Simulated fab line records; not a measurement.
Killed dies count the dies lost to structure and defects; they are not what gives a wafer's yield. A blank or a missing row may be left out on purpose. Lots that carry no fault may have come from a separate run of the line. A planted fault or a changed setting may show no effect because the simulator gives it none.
One fault seen from 2 desks || flow n5Finfet || every desk sees just its own numbers, and what lay behind them comes last

## METROLOGY DESK
What the gauges read for every lot (on any tool): the sampled wafers with a number, averaged. If a lot's mean is further than 4 standard deviations from the usual mean, the lot is out of limits and carries the mark OUT (the distance appears in the brackets). Of its 17 readings 7 are shown: the one that was out of limits first, and those that lie furthest out on some lot.
Columns: A = IOFF_P at N5_BEOL_M4_RC_MEAS_101, usual 0.22 nA/um; B = RC_DENSE_N at N5_BEOL_M4_RC_MEAS_101, usual 18.9 ohm.um; C = RC_DENSE_P at N5_BEOL_M4_RC_MEAS_101, usual 23.6 ohm.um; D = RC_N at N5_BEOL_M4_RC_MEAS_101, usual 15.4 ohm.um; E = RC_P at N5_BEOL_M4_RC_MEAS_101, usual 19.3 ohm.um; F = REXT_N at N5_BEOL_M4_RC_MEAS_101, usual 74.9 ohm.um; G = REXT_P at N5_BEOL_M4_RC_MEAS_101, usual 100.2 ohm.um
{"lot": "L295", "first seen here": "day 4 13:39", "A": 0.17, "B": 19.2, "C": 24.0, "D": 15.6, "E": 19.6, "F": 73.6, "G": 102.7}
{"lot": "L297", "first seen here": "day 5 04:07", "A": 0.20, "B": 18.7, "C": 23.6, "D": 15.3, "E": 19.2, "F": 73.9, "G": 97.5}
{"lot": "L300", "first seen here": "day 5 22:29", "A": 0.23, "B": "33.0 (+31) OUT", "C": "40.4 (+30) OUT", "D": "26.7 (+32) OUT", "E": "32.9 (+28) OUT", "F": "88.9 (+7.4) OUT", "G": "114.9 (+6.1) OUT"}
{"lot": "L303", "first seen here": "day 6 17:56", "A": 0.24, "B": "33.7 (+32) OUT", "C": "41.8 (+32) OUT", "D": "27.1 (+34) OUT", "E": "33.8 (+30) OUT", "F": "85.5 (+5.6) OUT", "G": "114.5 (+5.9) OUT"}
{"lot": "L309", "first seen here": "day 8 06:16", "A": 0.27, "B": 18.2, "C": 22.8, "D": 14.9, "E": 18.5, "F": 71.3, "G": 99.1}
{"lot": "L311", "first seen here": "day 8 15:44", "A": 0.25, "B": 18.9, "C": 24.1, "D": 15.5, "E": 19.7, "F": 73.4, "G": 102.8}
{"lot": "L312", "first seen here": "day 9 00:49", "A": 0.27, "B": 19.0, "C": 23.4, "D": 15.4, "E": 19.0, "F": 74.6, "G": 96.0}
{"lot": "L314", "first seen here": "day 9 14:59", "A": 0.23, "B": 19.0, "C": 24.0, "D": 15.4, "E": 19.6, "F": 75.0, "G": 98.5}
{"lot": "L316", "first seen here": "day 10 02:12", "A": 0.16, "B": 19.2, "C": 23.6, "D": 15.5, "E": 19.1, "F": 77.0, "G": 100.3}
{"lot": "L317", "first seen here": "day 10 04:24", "A": 0.34, "B": 18.6, "C": 23.2, "D": 15.1, "E": 18.9, "F": 75.9, "G": 98.5}
This desk reports L300, L303 out of limits; the earliest was L300 at day 11 19:07 (RC_DENSE_N at N5_BEOL_M4_RC_MEAS_101). L295, L297, L309, L311, L312, L314, L316, L317 stayed within limits.

## THE TOOL OWNER'S DESK: implanter-01
For each lot that ran on this tool, the mean over its sampled wafers that have a number, from the tool's own readings at N5_MOL_CONTACT_COAG_IMPLANT_129. If a lot's mean is further than 4 standard deviations from the usual mean, the lot is out of limits and carries the mark OUT (the distance appears in the brackets).
Columns: A = beamEnergyKeV at N5_MOL_CONTACT_COAG_IMPLANT_129, usual 3.0000; B = endStationPressureTorr at N5_MOL_CONTACT_COAG_IMPLANT_129, usual 5.63e-06 Torr
{"lot": "L295", "first seen here": "day 4 20:54", "A": 2.9996, "B": 5.62e-06}
{"lot": "L297", "first seen here": "day 5 04:09", "A": 2.9987, "B": 5.73e-06}
{"lot": "L300", "first seen here": "day 5 22:36", "A": "0.8271 (-99 or more) OUT", "B": 6.52e-06}
{"lot": "L303", "first seen here": "day 6 18:03", "A": "0.8273 (-99 or more) OUT", "B": 6.49e-06}
{"lot": "L312", "first seen here": "day 9 00:52", "A": 2.9999, "B": 5.84e-06}
{"lot": "L314", "first seen here": "day 9 15:01", "A": 3.0001, "B": 5.64e-06}
{"lot": "L316", "first seen here": "day 10 02:14", "A": 3.0002, "B": 5.72e-06}
{"lot": "L317", "first seen here": "day 10 04:29", "A": 3.0002, "B": 5.67e-06}
This desk finds L300, L303 out of limits, L300 being first, at day 5 22:36 (beamEnergyKeV at N5_MOL_CONTACT_COAG_IMPLANT_129). L295, L297, L312, L314, L316, L317 stayed within limits.

## TAKEN TOGETHER
On L300, L303, at day 5 22:36, an alarm was possible from the tool owner's desk.
On L300, L303, the metrology desk was in a position to raise an alarm at day 11 19:07.
The lots listed all ran N5_MOL_CONTACT_COAG_IMPLANT_129 on implanter-01.

## WHAT WAS PUT IN BY THE SIMULATOR
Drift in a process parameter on implanter-01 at N5_MOL_CONTACT_COAG_IMPLANT_129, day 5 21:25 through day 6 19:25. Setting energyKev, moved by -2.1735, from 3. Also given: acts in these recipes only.
Lots struck among those shown: L300, L303.
Counting hours from when the fault started, the first reading out of limits came at 1 for the tool owner's desk and at 142 for the metrology desk.
